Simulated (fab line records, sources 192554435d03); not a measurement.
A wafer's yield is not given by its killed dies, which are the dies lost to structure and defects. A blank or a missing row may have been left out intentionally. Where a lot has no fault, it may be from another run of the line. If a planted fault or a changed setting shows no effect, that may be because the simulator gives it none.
fab line records | flow n5-finfet
record: lots: 6 | wafers: 18 | last-day: 17
route steps=1938 shown BEOL_M2@916 BEOL_M4@1111 PASSIVATION@1936
lots that met no fault: from a run of the same line without faults
start-h: start of the lot's first displayed wafer, in hours after the record's first day | wait-h: hours from the lot's prior step to this one | " repeats the value in the row above | L1.1+2: a single row standing in for several wafers | - either no value or no given start | * or withheld: withheld | < > ~ a bound
route shown NAME@n: NAME is a module with steps in the file, n the number in the route of the first one | usual: the fault-free wafers' mean and standard deviation | same: alike in all rows | chamber/n: place in a boat | sites: each site's reading | _std_site: their standard deviation | _edge_site: mean of outer sites minus mean of inner sites | radius-mm: for every site, how far away it sits from the centre of the wafer | mask NAME#n: copy n | behind: the last tool/chamber to shape the wafer | hold: the reason the lot was held/the length of the hold in hours/how it ended | device: names the non-switching transistor (n, p or np) | end of line: at the end of the route, the tests of the same wafers | step lacking rows: just its recipe | killed: dies lost to structure and defects at the first sort, not the wafer's yield | map: a wafer's dies, marking killed ones x, the rest . and places with no die _
set.NAME: setting as actually run; set.NAME@STEP: the setting as run at that earlier step | model.NAME: the simulator's own value behind a step, which no gauge read
lots at selected steps of the route; one table per step, one row per wafer
services: a tool's chamber out of use, with start hour (start-h, from the record's first day; less than 0 if before it), hours out, and reason
== steps ==
step: N5_BEOL_M2_SPUTTER_92
recipe: material: Cu | target-thk-a: 45 | temp-c: -20 | chamber-pressure-pa: 0.07 | power-w: withheld | time-s: 8.29
usual: throttle-valve-pct: 29.8/0.95
lot.wafer | tool           | chamber | start-h | wait-h | throttle-valve-pct
L828.4    | pvd-sputter-03 | -       | 173.15  | 0.1    | 28.9
L828.5    | "              | -       | "       | "      | 30.7
L828.6    | "              | -       | "       | "      | 31.4
L831.1    | pvd-sputter-02 | -       | 186.04  | 0.1    | 28.1
L831.2    | "              | -       | "       | "      | 31.2
L831.5    | "              | -       | "       | "      | 30.1
L832.1    | pvd-sputter-01 | -       | 189.61  | 0.1    | 30.3
L832.3    | "              | -       | "       | "      | 29.1
L832.5    | "              | -       | "       | "      | 30.1
L833.1    | pvd-sputter-01 | -       | 193.35  | 0.1    | 29.1
L833.5    | "              | -       | "       | "      | 29.6
L833.6    | "              | -       | "       | "      | 30.3
L842.2    | pvd-sputter-03 | -       | 258.46  | 0.1    | 30.2
L842.3    | "              | -       | "       | "      | 30.9
L842.5    | "              | -       | "       | "      | 30.6
L843.1    | pvd-sputter-01 | -       | 270.18  | 0.1    | 30.2
L843.3    | "              | -       | "       | "      | 29.4
L843.6    | "              | -       | "       | "      | 28.9
step: N5_BEOL_M2_ANNEAL_93
recipe: temp-c: 400 | time-s: 240 | ambient: vacuum
step: N5_BEOL_M2_SPUTTER_94
recipe: material: Cu | target-thk-a: 45 | temp-c: -20 | chamber-pressure-pa: 0.07 | power-w: withheld | time-s: 8.29
step: N5_BEOL_M2_ANNEAL_95
recipe: temp-c: 400 | time-s: 240 | ambient: vacuum
usual: heater-power-w: 817/73
lot.wafer | tool           | chamber | start-h | wait-h | heater-power-w
L828.4    | pvd-sputter-03 | -       | 173.45  | 0.0    | 896
L828.5    | "              | -       | "       | "      | 747
L828.6    | "              | -       | "       | "      | 847
L831.1    | pvd-sputter-02 | -       | 186.34  | 0.0    | 829
L831.2    | "              | -       | "       | "      | 797
L831.5    | "              | -       | "       | "      | 873
L832.1    | pvd-sputter-01 | -       | 189.91  | 0.0    | 863
L832.3    | "              | -       | "       | "      | 713
L832.5    | "              | -       | "       | "      | 741
L833.1    | pvd-sputter-01 | -       | 193.65  | 0.0    | 806
L833.5    | "              | -       | "       | "      | 833
L833.6    | "              | -       | "       | "      | 738
L842.2    | pvd-sputter-03 | -       | 258.76  | 0.0    | 771
L842.3    | "              | -       | "       | "      | 760
L842.5    | "              | -       | "       | "      | 755
L843.1    | pvd-sputter-01 | -       | 270.48  | 0.0    | 746
L843.3    | "              | -       | "       | "      | 809
L843.6    | "              | -       | "       | "      | 696
step: N5_BEOL_M2_SPUTTER_96
recipe: material: Cu | target-thk-a: 45 | temp-c: -20 | chamber-pressure-pa: 0.07 | power-w: withheld | time-s: 8.29
usual: throttle-valve-pct: 29.8/0.95
lot.wafer | tool           | chamber | start-h | wait-h | throttle-valve-pct
L828.4    | pvd-sputter-03 | -       | 173.59  | 0.1    | 28.8
L828.5    | "              | -       | "       | "      | 30.8
L828.6    | "              | -       | "       | "      | 31.4
L831.1    | pvd-sputter-02 | -       | 186.48  | 0.1    | 28.2
L831.2    | "              | -       | "       | "      | 31.4
L831.5    | "              | -       | "       | "      | 29.7
L832.1    | pvd-sputter-01 | -       | 190.05  | 0.1    | 30.0
L832.3    | "              | -       | "       | "      | 29.3
L832.5    | "              | -       | "       | "      | 30.5
L833.1    | pvd-sputter-01 | -       | 193.79  | 0.1    | 29.2
L833.5    | "              | -       | "       | "      | 29.3
L833.6    | "              | -       | "       | "      | 30.6
L842.2    | pvd-sputter-03 | -       | 258.90  | 0.1    | 29.8
L842.3    | "              | -       | "       | "      | 30.4
L842.5    | "              | -       | "       | "      | 30.9
L843.1    | pvd-sputter-01 | -       | 270.62  | 0.1    | 29.9
L843.3    | "              | -       | "       | "      | 29.5
L843.6    | "              | -       | "       | "      | 29.4
step: N5_BEOL_M2_ECD_50
recipe: material: Cu | target-thk-a: 3000
step: N5_BEOL_M2_ANNEAL_51
recipe: temp-c: 225 | time-s: 90 | ambient: N2
step: N5_BEOL_M2_CMP_52
recipe: stop-on: SiOC | t-overpolish-s: 6.8 | down-force-psi: 1 | platen-rpm: 50 | clearing-platen-down-force-psi: 1.5 | clearing-platen-rpm: 50 | post-cmp-clean: cu-alkaline | target-thk-nm: 40 | clearing-platen-pad-velocity-m-s: 0.99484 | pad-velocity-m-s: 0.99484
usual: barrier-field-endpoint-s: 24.8/0.71 | motor-current-A: 5.9/0.43 | overpolish-run-s: 6.802/0.0092 | time-to-endpoint-s: 64/4.3
lot.wafer | tool   | chamber | start-h | wait-h | barrier-field-endpoint-s | motor-current-A | overpolish-run-s | time-to-endpoint-s
L828.4    | cmp-03 | 0       | 174.12  | 0.2    | 25.8                     | 6.1             | 6.819            | 68
L828.6    | "      | 3       | "       | "      | 24.6                     | 6.6             | 6.798            | 61
L828.5    | "      | 0       | "       | "      | 25.9                     | 5.9             | 6.797            | 70
L831.2    | cmp-03 | 0       | 187.27  | 0.2    | 25.8                     | 6.4             | 6.799            | 69
L831.1    | "      | 1       | "       | "      | 24.5                     | 6.0             | 6.794            | 62
L831.5    | "      | 3       | "       | "      | 24.7                     | 6.4             | 6.784            | 58
L832.1    | cmp-03 | 0       | 190.62  | 0.3    | 25.5                     | 6.1             | 6.804            | 67
L832.3    | "      | 1       | "       | "      | 24.9                     | 6.3             | 6.794            | 63
L832.5    | "      | 2       | "       | "      | 24.6                     | 6.4             | 6.805            | 55
L833.1    | cmp-03 | 2       | 194.36  | 0.3    | 24.1                     | 6.2             | 6.795            | 54
L833.6    | "      | 0       | "       | "      | 25.4                     | 6.1             | 6.809            | 67
L833.5    | "      | 1       | "       | "      | 24.4                     | 5.7             | 6.818            | 61
L842.3    | cmp-04 | 0       | 259.47  | 0.2    | 24.8                     | 5.9             | 6.782            | 64
L842.2    | "      | 1       | "       | "      | 25.0                     | 5.5             | 6.809            | 67
L842.5    | "      | 3       | "       | "      | 25.8                     | 6.1             | 6.816            | 67
L843.1    | cmp-03 | 3       | 271.11  | 0.3    | 24.5                     | 6.7             | 6.796            | 63
L843.3    | "      | 0       | "       | "      | 25.1                     | 6.0             | 6.800            | 69
L843.6    | "      | 0       | "       | "      | 26.7                     | 6.1             | 6.792            | 72
step: N5_BEOL_M2_THK_MEAS_53
recipe: thk-meas-gauge: xrf | reads: Cu_of_BEOL_M2_ECD_50
usual: M2_THK: 40.6/1.7
lot.wafer | tool          | chamber | start-h | wait-h | M2_THK[nm]
L828.4    | film-metro-02 | -       | 174.38  | -      | 39.0
L828.5    | "             | -       | "       | "      | 43.1
L828.6    | "             | -       | "       | "      | 37.2
L831.1    | film-metro-01 | -       | 187.53  | -      | 42.2
L831.2    | "             | -       | "       | "      | 41.1
L831.5    | "             | -       | "       | "      | 40.9
L832.1    | film-metro-02 | -       | 190.84  | -      | 41.7
L832.3    | "             | -       | "       | "      | 38.9
L832.5    | "             | -       | "       | "      | 37.7
L833.1    | film-metro-02 | -       | 194.58  | -      | 37.0
L833.5    | "             | -       | "       | "      | 39.8
L833.6    | "             | -       | "       | "      | 41.0
L842.2    | film-metro-02 | -       | 259.69  | -      | 41.7
L842.3    | "             | -       | "       | "      | 39.7
L842.5    | "             | -       | "       | "      | 41.5
L843.1    | film-metro-01 | -       | 271.41  | -      | 39.4
L843.3    | "             | -       | "       | "      | 41.3
L843.6    | "             | -       | "       | "      | 41.1
step: N5_BEOL_M2_PRE_CLEAN_60
recipe: gas: NH3/H2 | time-s: 15 | temp-c: * | rf-power-w: 300
step: N5_BEOL_M2_CO_CAP_55
recipe: material: Co | target-thk-a: 20 | temp-c: 200 | precursor: CCTBA/H2 | pressure-torr: 30 | time-s: 102.1
usual: heater-power-w: 254/31
lot.wafer | tool      | chamber | start-h | wait-h | heater-power-w | since-wet-clean-h
L828.4    | cvd-co-02 | 1       | 174.49  | 0.0    | 320            | -
L828.5    | "         | 0       | "       | "      | 268            | -
L828.6    | "         | 2       | "       | "      | 255            | -
L831.1    | cvd-co-01 | 2       | 187.61  | 0.0    | 210            | 488
L831.2    | "         | 0       | "       | "      | 249            | 948
L831.5    | "         | 0       | "       | "      | 248            | -
L832.1    | cvd-co-01 | 1       | 190.91  | 0.0    | 246            | 54
L832.3    | "         | 0       | "       | "      | 243            | 951
L832.5    | "         | 1       | "       | "      | 251            | -
L833.1    | cvd-co-01 | 2       | 194.88  | 0.0    | 213            | 496
L833.5    | "         | 1       | "       | "      | 249            | -
L833.6    | "         | 0       | "       | "      | 246            | -
L842.2    | cvd-co-02 | 1       | 259.76  | 0.0    | 317            | 1238
L842.3    | "         | 0       | "       | "      | 272            | 801
L842.5    | "         | 0       | "       | "      | 267            | -
L843.1    | cvd-co-02 | 1       | 271.48  | 0.0    | 316            | 1250
L843.3    | "         | 2       | "       | "      | 256            | 353
L843.6    | "         | 0       | "       | "      | 272            | -
step: N5_BEOL_M2_PRE_CLEAN_56
recipe: gas: NH3 | time-s: 15 | temp-c: withheld | rf-power-w: 300
step: N5_BEOL_M2_DEP_57
recipe: material: SiCN | target-thk-a: 80 | temp-c: withheld | precursor: 3MS/NH3 | pressure-torr: 3 | rf-w: 202 | time-s: 14
usual: showerhead-plenum-p-Torr: 3.655/0.012 | throttle-valve-pct: 9.0/0.54
lot.wafer | tool     | chamber | start-h | wait-h | showerhead-plenum-p-Torr | since-wet-clean-h | throttle-valve-pct | model.SiCN_of_BEOL_M2_DEP_57.thk-nm
L828.4    | pecvd-02 | 0       | 174.59  | 0.0    | 3.673                    | -                 | 9.3                | 8.2
L828.5    | "        | 1       | "       | "      | 3.652                    | -                 | 8.8                | 8
L828.6    | "        | 2       | "       | "      | 3.671                    | -                 | 9.0                | 8.2
L831.1    | pecvd-04 | 1       | 187.73  | 0.0    | 3.663                    | 473               | 8.5                | 7.8
L831.2    | "        | 0       | "       | "      | 3.649                    | 1073              | 10.1               | 7.6
L831.5    | "        | 0       | "       | "      | 3.648                    | -                 | 10.3               | 7.6
L832.1    | pecvd-04 | 1       | 191.03  | 0.0    | 3.672                    | 476               | 8.5                | 7.6
L832.3    | "        | 2       | "       | "      | 3.662                    | 293               | 8.5                | 7.4
L832.5    | "        | 2       | "       | "      | 3.651                    | -                 | 8.7                | 7.4
L833.1    | pecvd-04 | 2       | 194.99  | 0.0    | 3.657                    | 297               | 8.8                | 7.4
L833.5    | "        | 2       | "       | "      | 3.657                    | -                 | 8.5                | 7.4
L833.6    | "        | 1       | "       | "      | 3.661                    | -                 | 8.5                | 7.6
L842.2    | pecvd-02 | 1       | 259.88  | 0.0    | 3.655                    | 1508              | 9.3                | 7.8
L842.3    | "        | 0       | "       | "      | 3.681                    | 783               | 9.0                | 7.6
L842.5    | "        | 2       | "       | "      | 3.666                    | -                 | 8.0                | 7.8
L843.1    | pecvd-01 | 2       | 271.60  | 0.0    | 3.652                    | 584               | 9.1                | 8
L843.3    | "        | 0       | "       | "      | 3.646                    | 1338              | 8.9                | 7.6
L843.6    | "        | 2       | "       | "      | 3.647                    | -                 | 9.4                | 8.2
step: N5_BEOL_M2_RS_MEAS_58
recipe: thk-meas-gauge: four-point-probe | reads: Co_of_BEOL_M2_CO_CAP_55+Cu_of_BEOL_M2_ECD_50+Co_of_BEOL_M2_CVD_47+TaN_of_BEOL_M2_ALD_84
usual: M2_RS: 0.67/0.035
lot.wafer | tool          | chamber | start-h | wait-h | M2_RS[ohm/sq]
L828.4    | film-metro-02 | -       | 174.64  | 0.0    | 0.69
L828.5    | "             | -       | "       | "      | 0.61
L828.6    | "             | -       | "       | "      | 0.73
L831.1    | film-metro-02 | -       | 187.79  | 0.0    | 0.64
L831.2    | "             | -       | "       | "      | 0.66
L831.5    | "             | -       | "       | "      | 0.66
L832.1    | film-metro-01 | -       | 191.10  | 0.0    | 0.64
L832.3    | "             | -       | "       | "      | 0.69
L832.5    | "             | -       | "       | "      | 0.72
L833.1    | film-metro-02 | -       | 195.06  | 0.0    | 0.75
L833.5    | "             | -       | "       | "      | 0.69
L833.6    | "             | -       | "       | "      | 0.66
L842.2    | film-metro-01 | -       | 259.95  | 0.1    | 0.64
L842.3    | "             | -       | "       | "      | 0.68
L842.5    | "             | -       | "       | "      | 0.65
L843.1    | film-metro-01 | -       | 271.67  | 0.0    | 0.69
L843.3    | "             | -       | "       | "      | 0.64
L843.6    | "             | -       | "       | "      | 0.65
step: N5_BEOL_M4_RC_MEAS_101
usual: DIBL_N: 36.0/2.5 | DIBL_P: 36.7/3 | IOFF_N: 0.16/0.043 | IOFF_P: 0.21/0.049 | ION_N: 673/15 | ION_P: 461/9.8 | SS_N: 71.5/0.83 | SS_P: 73.4/0.83 | VT_N: 250/4 | VT_P: -251/4
lot.wafer | tool      | chamber | start-h | wait-h | DIBL_N[mV/V] | DIBL_P[mV/V] | IOFF_N[nA/um] | IOFF_P[nA/um] | ION_N[uA/um] | ION_P[uA/um] | SS_N[mV/dec] | SS_P[mV/dec] | VT_N[mV] | VT_P[mV]
L828.4    | prober-01 | 0       | 192.83  | 0.5    | 37.2         | 39.0         | 0.17          | 0.25          | 676          | 464          | 71.2         | 73.3         | 247      | -248
L828.5    | "         | 0       | "       | "      | 37.2         | 37.7         | 0.15          | 0.21          | 664          | 455          | 71.4         | 72.9         | 250      | -250
L828.6    | "         | 0       | "       | "      | 37.6         | 38.0         | 0.16          | 0.24          | 678          | 471          | 71.9         | 73.2         | 249      | -247
L831.1    | prober-01 | 0       | 216.05  | 0.0    | 37.5         | 38.8         | 0.17          | 0.23          | 670          | 458          | 71.5         | 75.1         | 251      | -251
L831.2    | "         | 0       | "       | "      | 36.9         | 38.8         | 0.17          | 0.24          | 667          | 459          | 71.8         | 74.4         | 250      | -251
L831.5    | "         | 0       | "       | "      | 39.3         | 41.0         | 0.22          | 0.28          | 674          | 459          | 72.5         | 74.8         | 250      | -251
L832.1    | prober-01 | 0       | 218.09  | 0.0    | 34.3         | 36.4         | 0.15          | 0.18          | 674          | 454          | 71.6         | 73.0         | 250      | -254
L832.3    | "         | 0       | "       | "      | 32.8         | 33.3         | 0.11          | 0.14          | 651          | 447          | 70.3         | 73.1         | 253      | -252
L832.5    | "         | 0       | "       | "      | 34.3         | 35.7         | 0.14          | 0.17          | 658          | 453          | 71.0         | 73.5         | 251      | -254
L833.1    | prober-02 | 0       | 219.89  | 0.0    | 39.1         | 39.8         | 0.19          | 0.24          | 691          | 469          | 72.4         | 74.3         | 248      | -252
L833.5    | "         | 0       | "       | "      | 38.5         | 39.3         | 0.18          | 0.24          | 677          | 461          | 72.4         | 74.1         | 252      | -250
L833.6    | "         | 0       | "       | "      | 39.4         | 38.7         | 0.22          | 0.23          | 677          | 456          | 73.0         | 74.3         | 248      | -251
L842.2    | prober-02 | 0       | 288.42  | 0.2    | 33.4         | 34.1         | 0.10          | 0.14          | 640          | 445          | 70.4         | 73.1         | 257      | -256
L842.3    | "         | 0       | "       | "      | 40.5         | 42.6         | 0.25          | 0.28          | 683          | 463          | 72.7         | 75.8         | 248      | -250
L842.5    | "         | 0       | "       | "      | 37.1         | 39.3         | 0.18          | 0.23          | 681          | 462          | 72.0         | 74.0         | 248      | -252
L843.1    | prober-01 | 0       | 295.98  | 0.0    | 36.8         | 37.8         | 0.19          | 0.24          | 669          | 461          | 71.8         | 73.0         | 247      | -247
L843.3    | "         | 0       | "       | "      | 37.7         | 39.8         | 0.22          | 0.29          | 701          | 474          | 72.4         | 74.1         | 242      | -244
L843.6    | "         | 0       | "       | "      | 35.7         | 35.9         | 0.17          | 0.21          | 662          | 451          | 72.0         | 73.8         | 248      | -250
step: N5_PASSIVATION_PROBE_49
usual: defect-limited-yield: 91.1/1.5 | killed_at_M0_to_M3: 37/11 | killed_at_M4_up: 13/5.6 | killed-at-contacts: 12/5.6 | killed-at-front-end: 39/11 | killed-at-other: 4/3.1 | killed-dies: 105/18 | killed-open: 69/13 | killed-short: 35/7.4 | sort_bin_5_function: 5.1/0.92 | sort_bin_6_memory: 3.4/0.76 | sort-n-pass: 1075/18 | sort-yield-pct: 91.1/1.5
same: gross-dies: 1180 | killed-at-back-side: 0 | sort_bin_4_leakage[%]: 0 | sort_bin_8_speed[%]: 0
lot.wafer | tool      | chamber | start-h | wait-h | defect-limited-yield[%] | killed_at_M0_to_M3 | killed_at_M4_up | killed-at-contacts | killed-at-front-end | killed-at-other | killed-dies | killed-open | killed-short | sort_bin_5_function[%] | sort_bin_6_memory[%] | sort-n-pass | sort-yield-pct[%]
L828.4    | prober-01 | -       | 290.54  | 0.2    | 91.4                    | 30                 | 11              | 15                 | 42                  | 3               | 101         | 59          | 40           | 5.2                    | 2.9                  | 1079        | 91.4
L828.5    | prober-01 | -       | 290.59  | 0.2    | 88.1                    | 43                 | 18              | 13                 | 61                  | 5               | 140         | 85          | 45           | 6.7                    | 3.9                  | 1040        | 88.1
L828.6    | prober-01 | -       | 290.64  | 0.3    | 90.1                    | 27                 | 17              | 10                 | 62                  | 1               | 117         | 70          | 46           | 6.2                    | 3.4                  | 1063        | 90.1
killed by level:class
L828.4 FIN_SAQP:geometric-particle:short=14 MOL_CONTACT_COAG:geometric-particle:open=13 BEOL_M0_SAQP:geometric-particle:short=11 FIN_SAQP:geometric-particle:open=9 BEOL_M0_SAQP:geometric-particle:open=5 BEOL_M4:geometric-particle:open=5 STARTING-WAFER:geometric-particle:short=5 STI_FIN_REVEAL:geometric-particle:open=4
L828.5 BEOL_M0_SAQP:geometric-particle:open=16 FIN_SAQP:geometric-particle:open=15 BEOL_M0_SAQP:geometric-particle:short=13 FIN_SAQP:geometric-particle:short=12 GATE_CUT:geometric-particle:short=10 MOL_CONTACT_COAG:geometric-particle:open=10 BEOL_M4:geometric-particle:open=9 GATE_CUT:geometric-particle:open=8
L828.6 FIN_SAQP:geometric-particle:open=13 FIN_SAQP:geometric-particle:short=11 GATE_CUT:geometric-particle:short=11 STI_FIN_REVEAL:geometric-particle:open=9 MOL_CONTACT_COAG:geometric-particle:open=9 BEOL_M0_SAQP:geometric-particle:short=9 BEOL_M4:geometric-particle:open=8 BEOL_M0_SAQP:geometric-particle:open=6
== services ==
tool      | chamber | start-h | hours | kind
cmp-03    | -       | 152.50  | 1.3   | repair
pecvd-02  | -       | 183.88  | 14.6  | pm
pecvd-01  | 2       | 185.92  | 28.9  | repair
pecvd-02  | 2       | 202.38  | -     | clean
pecvd-02  | 2       | 202.38  | -     | consumable-replace:showerhead
pecvd-02  | 2       | 202.38  | 29.0  | scheduled-down
pecvd-02  | 2       | 202.38  | 29.0  | vent-cycle
pecvd-04  | 1       | 206.45  | 5.5   | scheduled-down
pecvd-04  | 0       | 216.06  | 5.5   | scheduled-down
cmp-04    | -       | 226.17  | 0.8   | repair
pecvd-04  | 1       | 226.55  | 5.5   | scheduled-down
cmp-03    | -       | 230.95  | 1.3   | repair
pecvd-02  | 2       | 242.56  | 2.1   | scheduled-down
cvd-co-01 | 0       | 244.46  | 12.5  | repair
cvd-co-02 | -       | 244.92  | 1.4   | repair
cmp-04    | -       | 247.55  | 1.4   | repair
== key ==
first-sign none at tools or gauges
model-effect: step: N5_BEOL_M2_DEP_57 | value: SiCN_of_BEOL_M2_DEP_57.thk-nm | without: 8.033 | struck: 7.467
met-at N5_BEOL_M2_DEP_57
struck-wafers L832.1,L832.3,L832.5,L833.1,L833.5,L833.6
onset-between 187.73 191.03
also-fits N5_BEOL_M2_CO_CAP_55:cvd-co-01
fault: kind: process-parameter-drift | tool: pecvd-04 | chamber: - | onset-h: 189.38 | steps: N5_BEOL_M2_DEP_57 | channel: time-s | offset: * | shape: step | end-h: 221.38 | acts-in: * | stated: *
